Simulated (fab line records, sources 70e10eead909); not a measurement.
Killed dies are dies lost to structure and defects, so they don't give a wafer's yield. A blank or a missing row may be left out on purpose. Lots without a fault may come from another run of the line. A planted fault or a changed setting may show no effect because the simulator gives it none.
Which tool did it? | flow nand_harc | 13 lots, 39 wafers sampled, at 5 steps of a route of 1159

WHAT THE GAUGES READ, wafer by wafer
NHARC_HYBRID_BOND_OVL_MEAS_05. Usual: overlay_x_nm -3 nm, standard deviation 36; overlay_y_nm 6 nm, standard deviation 31.
lot  | measured     | on         | overlay_x_nm (nm) | overlay_y_nm (nm) | flag
L632 | day 19 09:14 | overlay-01 | -6 -13 -24        | -26 30 55         |
L635 | day 19 09:14 | overlay-02 | -22 -45 -14       | -24 -9 -58        |
L636 | day 20 01:02 | overlay-01 | 31 6 -35          | -32 47 14         |
L634 | day 20 01:04 | overlay-02 | -12 -33 -82       | -2 -78 14         |
L633 | day 19 17:37 | overlay-02 | 27 66 -2          | 56 5 22           |
L637 | day 19 17:37 | overlay-01 | -34 -11 -13       | -40 21 -34        |
L638 | day 20 20:09 | overlay-01 | -8 -11 43         | 58 44 27          |
L640 | day 21 00:17 | overlay-01 | 32 -6 -10         | 3 3 29            |
L639 | day 21 07:07 | overlay-02 | 47 -67 0          | 10 5 -39          |
L642 | day 21 00:17 | overlay-02 | -14 10 -90        | 3 -21 61          |
L651 | day 24 00:32 | overlay-02 | -90 54 -69        | -24 46 34         |
L653 | day 24 13:50 | overlay-01 | -38 51 48         | 11 64 34          |
L652 | day 24 05:50 | overlay-01 | -32 10 42         | -23 -2 18         |

NHARC_THIN_TSV_THK_MEAS_02: measures by ir. Usual: thk_nm 3001 nm, standard deviation 230.
lot  | measured     | on            | thk_nm (nm)    | flag
L632 | day 19 16:58 | film_metro-02 | 3056 3052 3020 |
L635 | day 19 18:09 | film_metro-02 | 2965 3351 3241 |
L636 | day 20 02:43 | film_metro-02 | 2511 2767 3124 |
L634 | day 20 03:56 | film_metro-01 | 3052 2857 3017 |
L633 | day 19 19:21 | film_metro-02 | 2700 2708 2885 |
L637 | day 19 20:34 | film_metro-02 | 3415 2838 2887 |
L638 | day 20 21:51 | film_metro-02 | 3276 2928 3162 |
L640 | day 21 01:59 | film_metro-01 | 2850 3089 2658 |
L639 | day 21 08:48 | film_metro-01 | 2649 3198 3211 |
L642 | day 21 03:11 | film_metro-02 | 3282 3268 3259 |
L651 | day 24 02:13 | film_metro-01 | 3138 3083 3343 |
L653 | day 24 15:34 | film_metro-02 | 3167 2982 2784 |
L652 | day 24 07:30 | film_metro-01 | 3162 2864 2703 |

NHARC_END_SORT_01. Usual: killed_at_array 29, standard deviation 10; killed_at_other 0.7, standard deviation 1.1; killed_at_periphery 3.2, standard deviation 2.2; killed_dies 33, standard deviation 11; killed_open 3.5, standard deviation 1.8; killed_short 2.0, standard deviation 1.4.
lot  | measured     | on        | killed_at_array | killed_at_other | killed_at_periphery | killed_dies | killed_open | killed_short | flag
L640 | day 22 01:56 | prober-01 | 45 74 85        | 1 2 1           | 0 0 1               | 46 76 87    | 3 2 2       | 1 2 3        | OFF

WHICH TOOL RAN EACH LOT (tool, then ch and the chambers of the sampled wafers, then the start)
lot  | NHARC_A_STAIRCASE_DEP_151       | NHARC_THIN_TSV_DEP_47
L632 | pecvd-01 ch 0,1,2, day 13 03:38 | pecvd-03 ch 0,1,2, day 19 19:52
L635 | pecvd-02 ch 0,1, day 13 14:03   | pecvd-01 ch 0,1,2, day 19 21:04
L636 | pecvd-02 ch 0,2, day 13 18:27   | pecvd-01 ch 0,2, day 20 06:49
L634 | pecvd-01 ch 0,1,2, day 13 18:33 | pecvd-04 ch 1,2, day 20 07:09
L633 | pecvd-03 ch 0,1,2, day 13 18:47 | pecvd-04 ch 0,1,2, day 19 22:22
L637 | pecvd-01 ch 0,1,2, day 13 23:05 | pecvd-03 ch 0,1, day 19 23:20
L638 | pecvd-01 ch 0,1, day 15 03:47   | pecvd-01 ch 1,2, day 21 00:38
L640 | pecvd-01 ch 0,1,2, day 15 07:53 | pecvd-04 ch 0,1, day 21 04:59
L639 | pecvd-02 ch 0,1, day 15 12:46   | pecvd-03 ch 0,1, day 21 11:44
L642 | pecvd-02 ch 0,1,2, day 15 13:26 | pecvd-04 ch 0,1,2, day 21 05:57
L651 | pecvd-02 ch 0,2, day 18 00:39   | pecvd-01 ch 0,1, day 24 05:25
L653 | pecvd-01 ch 0,1, day 18 07:36   | pecvd-04 ch 0,1, day 24 19:04
L652 | pecvd-02 ch 0,2, day 18 07:42   | pecvd-03 ch 0,2, day 24 10:42
- NHARC_A_STAIRCASE_DEP_151: deposits SiO2, target thk 3800 nm.
- NHARC_THIN_TSV_DEP_47: deposits SiO2, target thk 200 nm.

WHAT THE TOOLS THEMSELVES READ (means of the sampled wafers that have a number; where no wafer has one, the mark that the record gives instead)
NHARC_A_STAIRCASE_DEP_151. Usual: heater_power_w 652 W, standard deviation 81.
lot  | tool     | heater_power_w (W) | flag
L632 | pecvd-01 | 591                |
L635 | pecvd-02 | 726                |
L636 | pecvd-02 | 701                |
L634 | pecvd-01 | 618                |
L633 | pecvd-03 | 612                |
L637 | pecvd-01 | 647                |
L638 | pecvd-01 | 642                |
L640 | pecvd-01 | 622                |
L639 | pecvd-02 | 740                |
L642 | pecvd-02 | 696                |
L651 | pecvd-02 | 710                |
L653 | pecvd-01 | 644                |
L652 | pecvd-02 | 704                |

NHARC_THIN_TSV_DEP_47. Usual: chamber_pressure_Torr 6.499 Torr, standard deviation 0.015; throttle_valve_pct 16.1 %, standard deviation 0.51.
lot  | tool     | chamber_pressure_Torr (Torr) | throttle_valve_pct (%) | flag
L632 | pecvd-03 | 6.497                        | 16.3                   |
L635 | pecvd-01 | 6.484                        | 15.8                   |
L636 | pecvd-01 | 6.505                        | 15.8                   |
L634 | pecvd-04 | 6.491                        | 16.0                   |
L633 | pecvd-04 | 6.496                        | 16.0                   |
L637 | pecvd-03 | 6.487                        | 16.9                   |
L638 | pecvd-01 | 6.503                        | 15.5                   |
L640 | pecvd-04 | 6.507                        | 16.1                   |
L639 | pecvd-03 | 6.497                        | 16.6                   |
L642 | pecvd-04 | 6.504                        | 16.2                   |
L651 | pecvd-01 | 6.492                        | 16.6                   |
L653 | pecvd-04 | 6.489                        | 16.0                   |
L652 | pecvd-03 | 6.491                        | 15.8                   |

THE ANSWER, worked out from the rows above alone
Rule: a lot is off if the mean of its wafers that have a number lies more than 3 standard deviations from the usual mean. A lot without any number at a reading at which 4 lots or more have one is off too. The other lots that the step has rows for count as sound. The gauges are gone through in route order, then the tools' own readings, and for those a lot's mean is taken as printed above. The first step at which some lot is off is used, and at that step the reading that is off furthest; a lot without a number counts as furthest.
Off: L640, at NHARC_END_SORT_01 (killed_at_array). Neither off nor sound, because the step has no rows for them: L632, L635, L636, L634, L633, L637, L638, L639, L642, L651, L653, L652.
A tool fits if, at a process step before that reading, it ran every lot that is off, and no sound lot after the first of them. The gauges at NHARC_END_SORT_01 are tried like those tools. Can't be told from this: 3 tools fit, pecvd-01 at NHARC_A_STAIRCASE_DEP_151, pecvd-04 at NHARC_THIN_TSV_DEP_47, prober-01 at NHARC_END_SORT_01.

WHAT THE SIMULATOR HAD PUT IN
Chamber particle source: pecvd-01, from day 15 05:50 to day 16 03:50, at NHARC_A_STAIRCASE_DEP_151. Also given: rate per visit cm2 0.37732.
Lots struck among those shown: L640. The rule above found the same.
